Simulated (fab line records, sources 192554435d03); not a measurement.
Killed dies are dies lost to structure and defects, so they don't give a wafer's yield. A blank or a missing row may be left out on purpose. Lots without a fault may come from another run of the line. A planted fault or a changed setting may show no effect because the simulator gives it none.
Split-lot experiment | flow n5_finfet | 7 lots, 21 wafers read, on a route of 1938 steps

THE SPLIT
At N5_BEOL_M12_EXPOSE_07 (exposes mask V11), the setting dose_mj was moved away from the recipe's 32.5 on 4 of the 21 wafers read, by -4.4% to +7.4%. The other wafers ran this setting at the recipe's value.

FROM THE SPLIT TO THE READING: what the file shows between them, 3 steps
- N5_BEOL_M12_PEB_08: peb time 90 s
- N5_BEOL_M12_DEVELOP_09: develop time 45 s
- N5_BEOL_M12_HARDBAKE_14: time 120 s

THE READING
cd_nm, in nm, at N5_BEOL_M12_CD_MEAS_10 (target cd 140 nm). Fault-free wafers of this fab line usually give 139.3 nm, standard deviation 2 nm.

wafer  | tool, chamber at the split | dose_mj as run | against the recipe | cd_nm, nm | against lot-mates on the recipe
L075.1 | krf_scanner-01, 0          | 32.5           | recipe             | 144.1     | -
L075.3 | krf_scanner-01, 0          | 34.9           | +7.4%              | 149.9     | +7.6
L075.5 | krf_scanner-01, 0          | 32.5           | recipe             | 140.6     | -
L082.1 | krf_scanner-01, 0          | 32.5           | recipe             | 139.8     | -
L082.4 | krf_scanner-01, 0          | 32.5           | recipe             | 139.4     | -
L082.5 | krf_scanner-01, 0          | 32.5           | recipe             | 140.3     | -
L081.4 | krf_scanner-01, 0          | 32.5           | recipe             | 145.8     | -
L081.5 | krf_scanner-01, 0          | 32.5           | recipe             | 140.4     | -
L081.6 | krf_scanner-01, 0          | 32.5           | recipe             | 141.4     | -
L085.2 | krf_scanner-02, 0          | 32.5           | recipe             | 141.8     | -
L085.4 | krf_scanner-02, 0          | 32.5           | recipe             | 141.1     | -
L085.6 | krf_scanner-02, 0          | 32.5           | recipe             | 139.5     | -
L086.4 | krf_scanner-02, 0          | 32.5           | recipe             | 141.2     | -
L086.5 | krf_scanner-02, 0          | 31.63          | -2.7%              | 135.7     | -6.0
L086.6 | krf_scanner-02, 0          | 32.5           | recipe             | 142.2     | -
L089.4 | krf_scanner-01, 0          | 32.5           | recipe             | 138.2     | -
L089.5 | krf_scanner-01, 0          | 32.5           | recipe             | 141.4     | -
L089.6 | krf_scanner-01, 0          | 31.08          | -4.4%              | 132.8     | -7.0
L097.1 | krf_scanner-01, 0          | 32.5           | recipe             | 136.9     | -
L097.2 | krf_scanner-01, 0          | 34.44          | +6.0%              | 144.8     | +7.3
L097.3 | krf_scanner-01, 0          | 32.5           | recipe             | 138.1     | -

THE FIT
A straight line over all 21 wafers: cd_nm changes by +1.22 nm for each +1% of dose_mj; r = +0.81; the points scatter about the line by 2.2 nm.
The same after taking each lot's own level away (the mean of its wafers on the recipe; 21 wafers): +1.27 nm for each +1%; r = +0.90; scatter 1.5 nm.
On that fit, the largest move of dose_mj shifts the reading by 9.4 nm.
The lots' own levels span 137.50 to 142.53 nm, that is 2.5 times the standard deviation above.
So the lot-to-lot level changes the slope little: the two slopes agree.
Check: with one of the wafers moved furthest among these (+7.4%) left out of the fit, the line predicts +10.5 nm for it against its lot-mates. It came out at +7.55 nm against them.

OTHER SPLITS ON THESE WAFERS
These wafers also went through other splits before the reading. Each is held against what the fit with the lots' levels taken away leaves over:
other split on the same wafers   | wafers away from the commonest value | r with cd_nm (lot level and that fit taken away)
N5_BEOL_M6_TRENCH_ETCH_37 time_s | 7                                    | -0.05
N5_BEOL_M7_ETCH_41 bias_w        | 6                                    | +0.10
N5_BEOL_M8_DESCUM_33 time_s      | 6                                    | -0.14
N5_BEOL_M8_VIA_ETCH_34 bias_w    | 10                                   | -0.06
N5_BEOL_M9_ETCH_62 time_s        | 4                                    | -0.03
N5_BEOL_M10_ILD_DEP_00 time_s    | 4                                    | -0.05
N5_BEOL_M11_COAT_22 spin_rpm     | 9                                    | +0.10

THE FILE'S OWN FIT
cd_nm changes by +1.25 nm for each +1% of dose_mj, r = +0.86.
